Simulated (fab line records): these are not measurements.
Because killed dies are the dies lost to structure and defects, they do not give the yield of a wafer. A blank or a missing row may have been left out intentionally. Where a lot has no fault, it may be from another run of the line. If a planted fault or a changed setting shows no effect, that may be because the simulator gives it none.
Chamber matching || flow n5 finfet || rie si-02 running N5_FIN_SAQP_ETCH_65: 4 sister chambers
The step etches SiO2 in CF4, target depth 4 nm, time 4.4 s. 4 wafers are shown with their chamber, then 7 later ones without.

== WAFERS PAIRED WITH THEIR CHAMBERS ==
{"wafer": "L084.3", "chamber": 2, "throttle valve pct (%)": 22.01}
{"wafer": "L085.4", "chamber": 0, "throttle valve pct (%)": 21.95}
{"wafer": "L086.1", "chamber": 3, "throttle valve pct (%)": 21.75}
{"wafer": "L086.3", "chamber": 1, "throttle valve pct (%)": 21.32}

== WAFERS WITH NO CHAMBER GIVEN ==
{"wafer": "L086.5", "throttle valve pct (%)": 21.74}
{"wafer": "L096.1", "throttle valve pct (%)": 21.96}
{"wafer": "L096.3", "throttle valve pct (%)": 21.74}
{"wafer": "L096.5", "throttle valve pct (%)": 21.96}
{"wafer": "L097.1", "throttle valve pct (%)": 21.31}
{"wafer": "L097.3", "throttle valve pct (%)": 21.99}
{"wafer": "L097.5", "throttle valve pct (%)": 21.74}

== EACH ONE'S CHAMBER ==
{"wafer": "L086.5", "from the rows above": 3, "in truth": 3}
{"wafer": "L096.1", "from the rows above": 0, "in truth": 0}
{"wafer": "L096.3", "from the rows above": 3, "in truth": 3}
{"wafer": "L096.5", "from the rows above": 0, "in truth": 0}
{"wafer": "L097.1", "from the rows above": 1, "in truth": 1}
{"wafer": "L097.3", "from the rows above": "can't be placed: 2 or 0", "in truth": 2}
{"wafer": "L097.5", "from the rows above": 3, "in truth": 3}
Correct placement for 6 of the 7. Not placeable from these rows: 1 (in 1, the candidates include the true chamber). Placed wrongly: 0.
How it was worked out, from the rows above alone: a wafer's distance from a chamber is the root of the sum, over the readings, of the square of ((its reading less the chamber's mean) divided by the reading's scatter). If the next closest chamber is less than 2 further off than the closest, the wafer can't be placed; otherwise it belongs to the closest. A chamber's mean is the mean of its shown wafers. The scatter: with one shown wafer a chamber, the root of the mean of the squares of how far each hidden wafer lies from its nearest shown one.
